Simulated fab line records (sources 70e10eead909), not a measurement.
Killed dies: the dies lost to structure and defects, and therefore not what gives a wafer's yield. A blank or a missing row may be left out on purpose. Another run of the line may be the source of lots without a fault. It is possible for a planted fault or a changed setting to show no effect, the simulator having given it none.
fab line records	flow nand-harc
[record] lots = 6	wafers = 18	last-day = 32
route steps=1302 shown A_STAIRCASE@666 END@1302
lots with no fault: from the same line, run without faults
start-h: the number of hours between the record's first day and the start of the first shown wafer of the lot	wait-h: time in hours since the lot's previous step	" same as the row above	L1.1+2: several wafers, shown together as one row	- no value, or no start given	* or withheld: withheld	< > ~ a bound
route shown NAME@n: a module of which the file shows steps, and the number in the route of the first	usual: average and standard deviation across the fault-free wafers	same: alike in all rows	chamber/n: place in a boat	sites: readings site by site	_std_site: standard deviation across them	_edge_site: the outer-site mean with the inner-site mean subtracted	radius-mm: how far each site lies from the wafer's centre	mask NAME#n: copy n	behind: the tool/chamber that last shaped the wafer	hold: why the lot went on hold/how many hours it stayed there/how the hold came to an end	device: names the non-switching transistor (n, p or np)	end of line: tests of these same wafers at the route's end	a step with no rows: only its recipe	killed: dies that structure and defects cost at the first sort, which is not the same as the wafer's yield	map: the dies of a wafer, with x for killed, . for not killed, _ for no die there
set.NAME: the setting the step ran with; set.NAME@STEP: the setting that earlier step ran with	model.NAME: the simulator's own value behind a step, which no gauge read
lots at some steps of the route; a table a step, a row a wafer
services: a tool's chamber out of use, with start hour (start-h, from the record's first day; less than 0 if before it), hours out, and reason
[[steps]]
[step NHARC_A_STAIRCASE_HARDBAKE_10]
[recipe] temp-c = 120	time-s = 140
[step NHARC_A_STAIRCASE_DESCUM_11]
[recipe] time-s = 3	o2-flow-sccm = 200	ar-flow-sccm = 0	bias-power-w = 0	chemistry = O2
[usual] chamber-pressure-mTorr = 59.99/0.057	drypump-motor-current-A = 6.0/0.41	oes-product-au = 0.997/0.0099	rf-vpp-V = 57.7/0.79	showerhead-plenum-p-Torr = 1.88/0.071	throttle-valve-pct = 11.310/0.0092
[same] bias-power-w = 0
lot.wafer	tool	chamber	start-h	wait-h	chamber-pressure-mTorr	drypump-motor-current-A	oes-product-au	rf-hours-counter-h	rf-vpp-V	showerhead-plenum-p-Torr	throttle-valve-pct
L395.1	rie-diel-05	0	455.47	-	60.12	6.7	1.003	10	56.7	1.77	11.319
L395.6	"	2	"	"	59.94	5.8	1.004	-	57.6	1.86	11.323
L395.5	"	3	"	"	59.95	5.2	0.999	-	58.2	1.92	11.310
L398.2	rie-diel-05	3	467.10	-	59.95	5.2	0.991	17	58.0	1.92	11.310
L398.4	"	0	"	"	59.95	6.7	1.003	17	57.1	1.77	11.315
L398.1	"	1	"	"	59.95	6.2	0.984	16	58.7	1.99	11.301
L401.1	rie-diel-05	0	496.23	-	60.07	6.7	0.997	25	57.4	1.77	11.315
L401.2	"	2	"	"	60.05	5.8	1.020	26	57.6	1.85	11.311
L401.5	"	3	"	"	60.02	5.2	1.003	-	59.4	1.92	11.311
L402.1	rie-diel-05	0	515.65	-	60.03	6.7	0.986	31	57.7	1.77	11.319
L402.2	"	2	"	"	59.89	5.8	1.001	33	57.4	1.85	11.313
L402.3	"	3	"	"	59.95	5.2	1.014	33	59.1	1.92	11.320
L403.2	rie-diel-02	1	523.07	-	59.99	6.0	0.989	42	58.1	1.83	11.304
L403.4	"	0	"	"	60.00	5.6	1.007	42	57.6	1.94	11.322
L403.6	"	2	"	"	60.02	6.0	1.007	-	58.5	1.79	11.292
L405.3	rie-diel-05	0	551.09	-	59.87	6.8	0.988	41	56.8	1.76	11.313
L405.1	"	1	"	"	59.96	6.2	0.985	47	58.1	1.98	11.310
L405.6	"	0	"	"	60.09	6.7	0.991	-	56.6	1.76	11.323
[step NHARC_A_STAIRCASE_TRIM_12]
[recipe] time-s = 211.2	o2-flow-sccm = 500	ar-flow-sccm = 0	bias-w = 0	chemistry = O2
[step NHARC_A_STAIRCASE_ETCH_13]
[recipe] target-depth-a = 1000	time-s = 40.5	ion-energy-ev = 400	c4f8-flow-sccm = 20	o2-flow-sccm = 10	ar-flow-sccm = withheld	rf-w = 600	bias-w = 1000	chemistry = C4F8/O2
[usual] chamber-pressure-mTorr = 25.001/0.024	oes-product-au = 0.938/0.015	rf-vpp-V = 894/4.8
lot.wafer	tool	chamber	start-h	wait-h	chamber-pressure-mTorr	oes-product-au	rf-hours-counter-h	rf-vpp-V
L395.1	rie-diel-05	0	-	-	25.000	0.935	10	886
L395.6	"	1	"	"	25.009	0.916	-	901
L395.5	"	2	"	"	25.037	0.924	-	892
L398.1	rie-diel-05	0	-	-	24.991	0.933	17	886
L398.2	"	1	"	"	24.972	0.933	16	900
L398.4	"	2	"	"	24.969	0.934	16	893
L401.1	rie-diel-05	0	-	-	24.994	0.937	26	886
L401.2	"	2	"	"	25.017	0.931	26	893
L401.5	"	0	"	"	25.003	0.929	-	888
L402.1	rie-diel-05	3	-	-	24.985	0.931	33	897
L402.3	"	0	"	"	25.019	0.919	31	886
L402.2	"	1	"	"	25.005	0.909	31	900
L403.2	rie-diel-02	1	-	-	25.069	0.950	42	892
L403.4	"	0	"	"	25.009	0.963	42	898
L403.6	"	2	"	"	25.011	0.956	-	887
L405.3	rie-diel-05	0	-	-	24.980	0.943	41	888
L405.1	"	3	"	"	25.037	0.953	44	897
L405.6	"	1	"	"	25.012	0.943	-	898
[step NHARC_A_STAIRCASE_TRIM_14]
[recipe] time-s = 211.2	o2-flow-sccm = 500	ar-flow-sccm = 0	bias-w = 0	chemistry = O2
[step NHARC_A_STAIRCASE_ETCH_15]
[recipe] target-depth-a = 1000	time-s = 40.5	ion-energy-ev = 400	c4f8-flow-sccm = 20	o2-flow-sccm = 10	ar-flow-sccm = withheld	rf-w = 600	bias-w = 1000	chemistry = C4F8/O2
[step NHARC_A_STAIRCASE_TRIM_16]
[recipe] time-s = 211.2	o2-flow-sccm = 500	ar-flow-sccm = 0	bias-w = 0	chemistry = O2
[step NHARC_A_STAIRCASE_ETCH_17]
[recipe] target-depth-a = 1000	time-s = 40.5	ion-energy-ev = 400	c4f8-flow-sccm = 20	o2-flow-sccm = 10	ar-flow-sccm = withheld	rf-w = 600	bias-w = 1000	chemistry = C4F8/O2
[usual] chamber-pressure-mTorr = 25.001/0.025	oes-product-au = 0.940/0.012	rf-vpp-V = 894/4.5
lot.wafer	tool	chamber	start-h	wait-h	chamber-pressure-mTorr	oes-product-au	rf-hours-counter-h	rf-vpp-V
L395.1	rie-diel-05	0	-	-	24.954	0.927	10	887
L395.5	"	0	"	"	25.000	0.931	-	888
L395.6	"	1	"	"	25.030	0.922	-	902
L398.1	rie-diel-05	0	-	-	25.031	0.931	17	888
L398.4	"	1	"	"	25.009	0.929	16	901
L398.2	"	2	"	"	25.002	0.937	16	894
L401.1	rie-diel-05	2	-	-	24.971	0.961	26	892
L401.2	"	0	"	"	25.029	0.929	26	886
L401.5	"	2	"	"	24.993	0.946	-	891
L402.1	rie-diel-05	3	-	-	24.971	0.948	33	897
L402.3	"	1	"	"	24.997	0.928	31	899
L402.2	"	2	"	"	25.001	0.941	33	892
L403.2	rie-diel-02	3	-	-	25.038	0.946	35	894
L403.4	"	1	"	"	24.968	0.937	42	891
L403.6	"	2	"	"	25.005	0.966	-	889
L405.3	rie-diel-05	0	-	-	24.974	0.941	42	887
L405.1	"	2	"	"	24.945	0.942	49	893
L405.6	"	1	"	"	25.028	0.953	-	900
[step NHARC_A_STAIRCASE_TRIM_18]
[recipe] time-s = 211.2	o2-flow-sccm = 500	ar-flow-sccm = 0	bias-w = 0	chemistry = O2
[usual] chamber-pressure-mTorr = 60.00/0.054	drypump-motor-current-A = 6.0/0.42	oes-product-au = 0.997/0.0085	rf-vpp-V = 57.7/0.98	showerhead-plenum-p-Torr = 3.47/0.12	throttle-valve-pct = 17.037/0.0088
lot.wafer	tool	chamber	start-h	wait-h	chamber-pressure-mTorr	drypump-motor-current-A	oes-product-au	rf-hours-counter-h	rf-vpp-V	showerhead-plenum-p-Torr	throttle-valve-pct
L395.1	rie-diel-05	1	-	-	60.08	6.2	0.981	9	57.4	3.66	17.045
L395.5	"	2	"	"	60.05	5.9	0.993	-	57.2	3.43	17.029
L395.6	"	3	"	"	60.00	5.2	1.005	-	58.1	3.55	17.044
L398.4	rie-diel-05	3	-	-	60.03	5.2	0.994	17	58.2	3.54	17.041
L398.2	"	0	"	"	60.08	6.7	0.995	17	57.6	3.28	17.048
L398.1	"	1	"	"	59.88	6.2	0.978	16	58.7	3.65	17.047
L401.2	rie-diel-05	3	-	-	60.03	5.2	1.006	27	58.5	3.54	17.040
L401.1	"	2	"	"	60.04	5.9	1.007	26	58.5	3.42	17.026
L401.5	"	3	"	"	60.02	5.2	1.002	-	56.8	3.54	17.024
L402.3	rie-diel-05	3	-	-	60.03	5.2	1.003	33	59.2	3.53	17.049
L402.1	"	0	"	"	59.97	6.7	0.991	31	58.5	3.28	17.021
L402.2	"	2	"	"	60.12	5.9	0.987	33	56.1	3.42	17.025
L403.4	rie-diel-02	3	-	-	60.02	6.2	1.009	36	57.2	3.49	17.043
L403.2	"	0	"	"	60.02	5.6	1.012	43	57.9	3.58	17.041
L403.6	"	3	"	"	59.98	6.1	1.015	-	57.6	3.49	17.053
L405.3	rie-diel-05	1	-	-	60.03	6.2	0.984	47	59.0	3.63	17.028
L405.1	"	0	"	"	60.05	6.7	0.995	42	56.9	3.27	17.029
L405.6	"	1	"	"	59.89	6.2	0.989	-	58.4	3.63	17.039
[step NHARC_A_STAIRCASE_ETCH_19]
[recipe] target-depth-a = 1000	time-s = 40.5	ion-energy-ev = 400	c4f8-flow-sccm = 20	o2-flow-sccm = 10	ar-flow-sccm = withheld	rf-w = 600	bias-w = 1000	chemistry = C4F8/O2
[step NHARC_A_STAIRCASE_TRIM_20]
[recipe] time-s = 211.2	o2-flow-sccm = 500	ar-flow-sccm = 0	bias-w = 0	chemistry = O2
[step NHARC_A_STAIRCASE_ETCH_21]
[recipe] target-depth-a = 1000	time-s = 40.5	ion-energy-ev = 400	c4f8-flow-sccm = 20	o2-flow-sccm = 10	ar-flow-sccm = withheld	rf-w = 600	bias-w = 1000	chemistry = C4F8/O2
[usual] chamber-pressure-mTorr = 25.001/0.023	oes-product-au = 0.946/0.015	rf-vpp-V = 894/4.6
lot.wafer	tool	chamber	start-h	wait-h	chamber-pressure-mTorr	oes-product-au	rf-hours-counter-h	rf-vpp-V
L395.1	rie-diel-05	1	457.06	-	24.971	0.926	10	902
L395.5	"	3	"	"	24.963	0.931	-	897
L395.6	"	0	"	"	24.978	0.946	-	887
L398.1	rie-diel-05	1	468.55	-	25.038	0.919	17	898
L398.4	"	2	"	"	25.000	0.923	17	893
L398.2	"	3	"	"	24.995	0.934	18	896
L401.2	rie-diel-03	3	497.61	-	25.004	0.968	8	895
L401.1	"	1	"	"	24.965	0.957	9	899
L401.5	"	3	"	"	24.943	0.969	-	894
L402.1	rie-diel-02	1	516.96	-	25.013	0.960	40	892
L402.2	"	3	"	"	24.995	0.977	33	894
L402.3	"	0	"	"	25.010	0.953	41	897
L403.2	rie-diel-02	3	524.45	-	24.987	0.947	36	896
L403.4	"	1	"	"	24.978	0.954	42	891
L403.6	"	0	"	"	24.991	0.950	-	898
L405.3	rie-diel-05	3	552.45	-	24.989	0.956	44	895
L405.1	"	0	"	"	25.005	0.933	42	886
L405.6	"	0	"	"	24.973	0.934	-	887
[step NHARC_A_STAIRCASE_TRIM_22]
[recipe] time-s = 211.2	o2-flow-sccm = 500	ar-flow-sccm = 0	bias-w = 0	chemistry = O2
[step NHARC_A_STAIRCASE_ETCH_23]
[recipe] target-depth-a = 1000	time-s = 40.5	ion-energy-ev = 400	c4f8-flow-sccm = 20	o2-flow-sccm = 10	ar-flow-sccm = withheld	rf-w = 600	bias-w = 1000	chemistry = C4F8/O2
[step NHARC_A_STAIRCASE_TRIM_24]
[recipe] time-s = 211.2	o2-flow-sccm = 500	ar-flow-sccm = 0	bias-w = 0	chemistry = O2
[step NHARC_A_STAIRCASE_ETCH_25]
[recipe] target-depth-a = 1000	time-s = 40.5	ion-energy-ev = 400	c4f8-flow-sccm = 20	o2-flow-sccm = 10	ar-flow-sccm = withheld	rf-w = 600	bias-w = 1000	chemistry = C4F8/O2
[step NHARC_A_STAIRCASE_TRIM_26]
[recipe] time-s = 211.2	o2-flow-sccm = 500	ar-flow-sccm = 0	bias-w = 0	chemistry = O2
[step NHARC_A_STAIRCASE_ETCH_27]
[recipe] target-depth-a = 1000	time-s = 40.5	ion-energy-ev = 400	c4f8-flow-sccm = 20	o2-flow-sccm = 10	ar-flow-sccm = withheld	rf-w = 600	bias-w = 1000	chemistry = C4F8/O2
[step NHARC_A_STAIRCASE_STRIP_175]
[recipe] power-w = 1500	temp-c = 250	chemistry = O2
[step NHARC_A_STAIRCASE_STRIP_148]
[recipe] time-s = 900	temp-c = 130	chemistry = SPM
[step NHARC_A_STAIRCASE_PRECLEAN_149]
[recipe] time-s = *	temp-c = 50	bath-age-min = 0	chemistry = SC1
[step NHARC_A_STAIRCASE_SRD_150]
[step NHARC_A_STAIRCASE_DEHYDRATE_176]
[recipe] temp-c = 150	time-s = 120
[step NHARC_A_STAIRCASE_HMDS_177]
[recipe] time-s = 30
[step NHARC_A_STAIRCASE_COAT_178]
[recipe] spin-rpm = 1200
[step NHARC_A_STAIRCASE_SOFTBAKE_179]
[recipe] temp-c = 135	time-s = 170
[step NHARC_A_STAIRCASE_EBR_180]
[step NHARC_A_STAIRCASE_EXPOSE_181]
[recipe] na = 0.5	dose-mj = 27.87	mask-id = STAIR_2
[step NHARC_A_STAIRCASE_PEB_182]
[recipe] peb-temp-c = 115	peb-time-s = 130
[step NHARC_A_STAIRCASE_DEVELOP_183]
[recipe] time-s = 140
[step NHARC_A_STAIRCASE_HARDBAKE_185]
[recipe] temp-c = 120	time-s = 140
[step NHARC_A_STAIRCASE_DESCUM_186]
[recipe] time-s = 3	o2-flow-sccm = 200	ar-flow-sccm = 0	bias-power-w = 0	chemistry = O2
[step NHARC_A_STAIRCASE_TRIM_187]
[recipe] time-s = 211.2	o2-flow-sccm = 500	ar-flow-sccm = 0	bias-w = 0	chemistry = O2
[step NHARC_A_STAIRCASE_ETCH_188]
[recipe] target-depth-a = 1000	time-s = 40.5	ion-energy-ev = 400	c4f8-flow-sccm = 20	o2-flow-sccm = 10	ar-flow-sccm = withheld	rf-w = 600	bias-w = 1000	chemistry = C4F8/O2
[step NHARC_A_STAIRCASE_TRIM_189]
[recipe] time-s = 211.2	o2-flow-sccm = 500	ar-flow-sccm = 0	bias-w = 0	chemistry = O2
[step NHARC_A_STAIRCASE_ETCH_190]
[recipe] target-depth-a = 1000	time-s = 40.5	ion-energy-ev = 400	c4f8-flow-sccm = 20	o2-flow-sccm = 10	ar-flow-sccm = withheld	rf-w = 600	bias-w = 1000	chemistry = C4F8/O2
[step NHARC_A_STAIRCASE_TRIM_191]
[recipe] time-s = 211.2	o2-flow-sccm = 500	ar-flow-sccm = 0	bias-w = 0	chemistry = O2
[step NHARC_A_STAIRCASE_ETCH_192]
[recipe] target-depth-a = 1000	time-s = 40.5	ion-energy-ev = 400	c4f8-flow-sccm = 20	o2-flow-sccm = 10	ar-flow-sccm = withheld	rf-w = 600	bias-w = 1000	chemistry = C4F8/O2
[usual] chamber-pressure-mTorr = 24.998/0.021	oes-product-au = 0.936/0.012	rf-vpp-V = 894/4.7
lot.wafer	tool	chamber	start-h	wait-h	chamber-pressure-mTorr	oes-product-au	rf-hours-counter-h	rf-vpp-V
L395.1	rie-diel-02	3	-	-	25.034	0.934	20	894
L395.6	"	0	"	"	24.987	0.935	-	899
L395.5	"	1	"	"	24.972	0.938	-	892
L398.2	rie-diel-05	3	-	-	25.031	0.945	19	897
L398.1	"	0	"	"	25.009	0.938	19	886
L398.4	"	1	"	"	25.007	0.927	18	900
L401.1	rie-diel-02	2	-	-	25.012	0.987	34	886
L401.2	"	3	"	"	24.978	0.962	29	894
L401.5	"	1	"	"	25.001	0.948	-	890
L402.2	rie-diel-05	1	-	-	25.003	0.933	32	900
L402.3	"	2	"	"	24.983	0.936	34	893
L402.1	"	0	"	"	25.003	0.924	32	886
L403.4	rie-diel-05	3	-	-	25.001	0.925	36	897
L403.2	"	2	"	"	24.960	0.932	36	892
L403.6	"	0	"	"	24.964	0.918	-	886
L405.1	rie-diel-02	2	-	-	24.995	0.944	52	888
L405.3	"	3	"	"	24.985	0.945	48	894
L405.6	"	3	"	"	24.999	0.943	-	895
[step NHARC_A_STAIRCASE_TRIM_193]
[recipe] time-s = 211.2	o2-flow-sccm = 500	ar-flow-sccm = 0	bias-w = 0	chemistry = O2
[step NHARC_END_SORT_01]
[recipe] temp-c = 25
[usual] killed-at-array = 51/17	killed-at-other = 1.0/1.2	killed-at-periphery = 3.4/2.5	killed-dies = 56/17	killed-open = 3.3/2.1	killed-short = 2.6/1.6
[same] gross-dies = 677
lot.wafer	tool	chamber	start-h	wait-h	killed-at-array	killed-at-other	killed-at-periphery	killed-dies	killed-open	killed-short
L398.2	prober-01	0	689.76	2.8	154	0	3	157	5	0
L395.5	prober-02	0	692.23	3.7	116	0	5	121	5	4
// killed by level:class
L398.2 A_STAIRCASE:unspecified=76 A_SLIT:chamber-film-flake=33 A_CHANNEL_HOLE_D1:chamber-film-flake=27 A_CHANNEL_HOLE_D2:chamber-film-flake=11 A_CONTACT:chamber-film-flake=3 P_CONTACT:geometric-particle:open=1 A_ONON_D1:geometric-particle:open=1 A_ONON_D2:geometric-particle:open=1
L395.5 A_STAIRCASE:unspecified=73 A_CHANNEL_HOLE_D2:chamber-film-flake=15 A_CHANNEL_HOLE_D1:chamber-film-flake=13 A_SLIT:chamber-film-flake=4 P_STI:chamber-film-flake=3 A_CONTACT:chamber-film-flake=2 P_M0:geometric-particle:open=1 A_CHANNEL_FILL_D1:geometric-particle:short=1
// map L395.5 (x killed, . not)
____________.____________
_________......._________
_______..........._______
______......x....x.______
_____.........xxxx.x_____
____..........xxxxx.x____
____.........xxxxxxx.____
___......x...xxxxxxx..___
___..........xxxxxxxx.___
__..........xxxxxxxxx.x__
__...x......xxxxxxxxx..__
_.....x....x.xxxxxxx.x.._
_....xx.......xxxxx..x.._
_.............xxxxx....._
_.............xxx.x....._
_...............x...x.x._
...............x.x.xx...x
....................x....
.....................x.xx
........................x
......x........x...x...x.
_.................x...xx_
_.................x....x_
_.....................xx_
_...........x.....x..xxx_
_.....................xx_
__..............x.....x__
__....................x__
___...................___
___........x..........___
____............x....____
____.................____
_____.......x.x....._____
______.............______
_______..........._______
_________......._________
____________.____________
// map L398.2 (x killed, . not)
____________.____________
_________......._________
_______..........x_______
______..x......x...______
_____........x.x.x.x_____
____.........xxxxxx..____
____.....x..xxxxxxx.x____
___...........xxxxx...___
___.........xxxxxxxxx.___
__..x.......xxxxxxxxx..__
__...........xxxxxxxxxx__
_...........xxxxxxxxxxxx_
_......x.....xxxxxxxx.xx_
_............xxxxxxxxx.x_
_..............xxxxxxxxx_
_...x..........xxx.xxxxx_
..............xxxx.xxxxxx
................xxxxxxxx.
...............xxxxxxx..x
.................xxx.....
...............x.xx.x..xx
_.............x.xxx...x._
_..............x.xx..x.x_
_.......x........x......_
_......................._
_......................._
__.....................__
__.....................__
___...................___
___.........x.........___
____..............x..____
____.................____
_____......x........_____
______.............______
_______..........._______
_________......._________
____________.____________
[[services]]
tool	chamber	start-h	hours	kind
rie-diel-05	0	440.48	-	clean
rie-diel-05	1	440.48	-	clean
rie-diel-05	2	440.48	-	clean
rie-diel-05	3	440.48	-	clean
rie-diel-03	-	458.30	9.0	pm
rie-diel-05	0	465.00	-	clean
rie-diel-05	1	465.00	-	clean
rie-diel-05	2	465.00	-	clean
rie-diel-05	3	465.00	-	clean
rie-diel-03	0	485.25	7.6	repair
rie-diel-05	0	489.88	-	clean
rie-diel-05	1	489.88	-	clean
rie-diel-05	2	489.88	-	clean
rie-diel-05	3	489.88	-	clean
rie-diel-05	-	508.42	0.2	repair
rie-diel-05	0	514.48	-	clean
rie-diel-05	1	514.48	-	clean
rie-diel-05	2	514.48	-	clean
rie-diel-05	3	514.48	-	clean
rie-diel-03	1	518.37	15.8	repair
rie-diel-05	0	541.27	-	clean
rie-diel-05	1	541.27	-	clean
rie-diel-05	2	541.27	-	clean
rie-diel-05	3	541.27	-	clean
[[key]]
[first-sign] step = NHARC_END_SORT_01	reading = killed-at-array	direction = up	sigmas = 4.9	usual = 51	struck = 135
[effect] step = NHARC_END_SORT_01	reading = killed-dies	direction = up	sigmas = 4.8	usual = 56	struck = 139
[more-kills-born-at] NHARC_A_STAIRCASE_ETCH_21@rie-diel-05 = 149
met-at NHARC_A_STAIRCASE_ETCH_21
struck-wafers L395.5,L398.2
tester-left-out L395,L398
[fault] kind = chamber-particle-source	tool = rie-diel-05	chamber = 3	onset-h = 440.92	steps = NHARC_A_STAIRCASE_ETCH_21	rate-per-visit-cm2 = 0.65723	end-h = 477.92
// tester-left-out: of these lots the tester's yield and bins aren't shown, on N5 and GAA mostly nor the transistor test; their killed dies are dies lost to structure and defects alone, not to doping, threshold or leakage, so they don't give the yield
